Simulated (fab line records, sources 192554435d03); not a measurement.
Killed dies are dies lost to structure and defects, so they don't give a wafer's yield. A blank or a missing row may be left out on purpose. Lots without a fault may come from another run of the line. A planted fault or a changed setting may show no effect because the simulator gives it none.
Problem report in the 8D (eight disciplines) form, filled by code | flow n5_finfet | the parts of the form that need people (team, actions taken, sign-off) are left out

1. THE PROBLEM
bias_w at N5_BEOL_M10_TRENCH_ETCH_37 reads a mean of 193.4 W on 1 wafer of 1 lot; wafers without a fault read 185.0 W with a standard deviation of 0.62. That is +14 standard deviations from the usual mean.
The step: etches SiCOH lowk in C4F6/O2, target depth 148.83 nm, time 48 s.
First seen on wafer L948.3, day 15 04:52, on rie_diel-02. The record holds 33 wafers of 11 lots with a number at this step. Rule for "out", or "out of limits": more than 4 standard deviations from the usual mean. The other wafers with a number count as sound.

2. WHAT IT IS AND WHAT IT IS NOT
question                    | is                | is not
which readings at this step | bias_w            | drypump_motor_current_A, oes_product_au, showerhead_plenum_p_Torr, throttle_valve_pct
which lots                  | L948              | L931, L934, L935, L936, L937, L938, L939, L941, L942, L944
which wafers of those lots  | L948.3            | L948.1, L948.2
read on which tools         | rie_diel-02       | rie_diel-01, rie_diel-05
when                        | from day 15 04:52 | up to then (32 sound wafers)

3. SUSPECTS, AND WHAT RULES EACH OUT
Counting: a tool at a process step up to the reading stays a suspect if it ran every lot that is out. Sound lots after the first of them don't rule it out here, since some wafers of a struck lot are sound.
- rie_diel-02 at N5_BEOL_M10_STRIP_36 (strips in N2/H2): kept. It ran the lot that is out, L948 (day 15 04:50); its last sound lot up to then is L944 (day 14 14:21).
- rie_diel-02 at N5_BEOL_M10_TRENCH_ETCH_37 (etches SiCOH lowk in C4F6/O2, target depth 148.83 nm, time 48 s): kept. It ran the lot that is out, L948 (day 15 04:52); its last sound lot up to then is L944 (day 14 14:23). Its own readings are out on those wafers: bias_w.
- Within rie_diel-02 at N5_BEOL_M10_STRIP_36: the wafers that are out ran in chamber 1; their sound lot-mates ran in chambers 2, 3.
- Within rie_diel-02 at N5_BEOL_M10_TRENCH_ETCH_37: the wafers that are out ran in chamber 1; their sound lot-mates ran in chambers 2, 3.
Left after counting: rie_diel-02 at N5_BEOL_M10_STRIP_36, rie_diel-02 at N5_BEOL_M10_TRENCH_ETCH_37.

4. THE CAUSE (what the simulator had put in)
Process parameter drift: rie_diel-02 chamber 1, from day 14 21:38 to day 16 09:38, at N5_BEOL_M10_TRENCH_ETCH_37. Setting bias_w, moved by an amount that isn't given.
Counting left 2 suspects, and this tool is among them.

5. THE CHAIN OF EFFECTS, in route order
Each row: a reading whose mean over the struck wafers that have a number lies more than 3 standard deviations from the usual. Only readings for which the record gives a usual standard deviation are gone through. hours: the time from each lot's start at the first step in this table that gives one to its start at this step, as a median over the lots. sigmas: the change in usual standard deviations.
hours | step                       | reading     | usual   | on struck wafers | change | sigmas
0     | N5_BEOL_M10_TRENCH_ETCH_37 | bias_w      | 185.0 W | 193.4            | +8.4   | +14
47    | N5_PASSIVATION_PROBE_49    | killed_open | 64      | 105              | +41    | +3.7
The process steps in it:
- N5_BEOL_M10_TRENCH_ETCH_37: etches SiCOH lowk in C4F6/O2, target depth 148.83 nm, time 48 s.
- N5_PASSIVATION_PROBE_49

6. WHAT WOULD HAVE CAUGHT IT SOONER
In this record the first reading out of limits was taken at day 15 04:52, 7 hours after the fault began at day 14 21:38.
